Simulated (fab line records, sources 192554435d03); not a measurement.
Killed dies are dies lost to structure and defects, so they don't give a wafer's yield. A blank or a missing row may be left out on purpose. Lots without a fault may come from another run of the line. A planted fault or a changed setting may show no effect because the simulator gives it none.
Split-lot experiment | flow n5_finfet | 7 lots, 21 wafers read, on a route of 1938 steps

THE SPLIT
At N5_BEOL_M5_COAT_05 (resist thk 30 nm), the setting spin_rpm was moved away from the recipe's 1500 rpm on 10 of the 21 wafers read, by -9.2% to +3.9%. The other wafers ran this setting at the recipe's value.

FROM THE SPLIT TO THE READING: what the file shows between them, 5 steps
- N5_BEOL_M5_EBR_07
- N5_BEOL_M5_SOFTBAKE_06: time 60 s
- N5_BEOL_M5_EXPOSE_08: exposes mask M5, target cd 28 nm
- N5_BEOL_M5_PEB_09: peb time 60 s
- N5_BEOL_M5_DEVELOP_10: develop time 30 s

THE READING
CAR-EUV_of_BEOL_M5_COAT_05.thk_nm (the simulator's own value, which no gauge read), in nm, at N5_BEOL_M5_DESCUM_16 (chemistry O2, time 7 s). The file gives no usual value for it. The 11 wafers here that ran the recipe average 26.1 nm, standard deviation 0.096 nm.

wafer  | tool, chamber at the split | spin_rpm as run, rpm | against the recipe | CAR-EUV_of_BEOL_M5_COAT_05.thk_nm, nm | against lot-mates on the recipe
L074.2 | litho_track-03, 0          | 1362                 | -9.2%              | 27.6                                  | no lot-mate on the recipe
L074.6 | litho_track-03, 0          | 1362                 | -9.2%              | 27.6                                  | no lot-mate on the recipe
L074.4 | litho_track-03, 0          | 1362                 | -9.2%              | 27.4                                  | no lot-mate on the recipe
L075.1 | litho_track-04, 0          | 1414                 | -5.7%              | 27                                    | +1.0
L075.5 | litho_track-04, 0          | 1414                 | -5.7%              | 27                                    | +1.0
L075.4 | litho_track-04, 0          | 1500                 | recipe             | 26                                    | -
L078.1 | litho_track-03, 0          | 1500                 | recipe             | 26                                    | -
L078.3 | litho_track-03, 0          | 1559                 | +3.9%              | 25.6                                  | -0.5
L078.6 | litho_track-03, 0          | 1500                 | recipe             | 26.2                                  | -
L090.4 | litho_track-03, 0          | 1500                 | recipe             | 26.2                                  | -
L090.5 | litho_track-03, 0          | 1500                 | recipe             | 26.2                                  | -
L090.6 | litho_track-03, 0          | 1500                 | recipe             | 26                                    | -
L089.1 | litho_track-03, 0          | 1500                 | recipe             | 26.2                                  | -
L089.3 | litho_track-03, 0          | 1500                 | recipe             | 26.2                                  | -
L089.4 | litho_track-03, 0          | 1500                 | recipe             | 26.2                                  | -
L091.2 | litho_track-03, 0          | 1385                 | -7.7%              | 27.6                                  | +1.6
L091.3 | litho_track-03, 0          | 1385                 | -7.7%              | 27.2                                  | +1.2
L091.4 | litho_track-03, 0          | 1500                 | recipe             | 26                                    | -
L096.1 | litho_track-04, 0          | 1456                 | -2.9%              | 26.6                                  | +0.4
L096.5 | litho_track-04, 0          | 1456                 | -2.9%              | 26.6                                  | +0.4
L096.3 | litho_track-04, 0          | 1500                 | recipe             | 26.2                                  | -

THE FIT
A straight line over all 21 wafers: CAR-EUV_of_BEOL_M5_COAT_05.thk_nm changes by -0.154 nm for each +1% of spin_rpm; r = -0.99; the points scatter about the line by 0.11 nm.
The same after taking each lot's own level away (the mean of its wafers on the recipe; 18 wafers): -0.171 nm for each +1%; r = -0.98; scatter 0.11 nm.
On that fit, the largest move of spin_rpm shifts the reading by 1.6 nm.
The lots' own levels span 26.00 to 26.20 nm, that is 2.1 times the standard deviation above.
So the lot-to-lot level changes the slope little: the two slopes agree.
Check: with one of the wafers moved furthest among these (-7.7%) left out of the fit, the line predicts +1.22 nm for it against its lot-mates. It came out at +1.6 nm against them.

OTHER SPLITS ON THESE WAFERS
These wafers also went through other splits before the reading. Each is held against what the fit with the lots' levels taken away leaves over:
other split on the same wafers   | wafers away from the commonest value | r with CAR-EUV_of_BEOL_M5_COAT_05.thk_nm (lot level and that fit taken away)
N5_BEOL_M4_TRENCH_ETCH_37 time_s | 4                                    | +0.12
N5_BEOL_M5_COAT_71 spin_rpm      | 5                                    | +0.00

THE WHOLE CHAIN: every reading that the file lists as answering this split, in the file's order
step                  | what it does           | reading                                                                            | change (the file's fit)               | r (the file's)
N5_BEOL_M5_COAT_05    | resist thk 30 nm       | CAR-EUV_of_BEOL_M5_COAT_05.thk_nm (the simulator's own value, which no gauge read) | -0.149 nm for each +1% of the setting | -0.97
N5_BEOL_M5_DEVELOP_10 | develop time 30 s      | CAR-EUV_of_BEOL_M5_COAT_05.thk_nm (the simulator's own value, which no gauge read) | -0.161 nm for each +1% of the setting | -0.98
N5_BEOL_M5_DESCUM_16  | chemistry O2, time 7 s | CAR-EUV_of_BEOL_M5_COAT_05.thk_nm (the simulator's own value, which no gauge read) | -0.169 nm for each +1% of the setting | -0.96

THE FILE'S OWN FIT
CAR-EUV_of_BEOL_M5_COAT_05.thk_nm changes by -0.169 nm for each +1% of spin_rpm, r = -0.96.
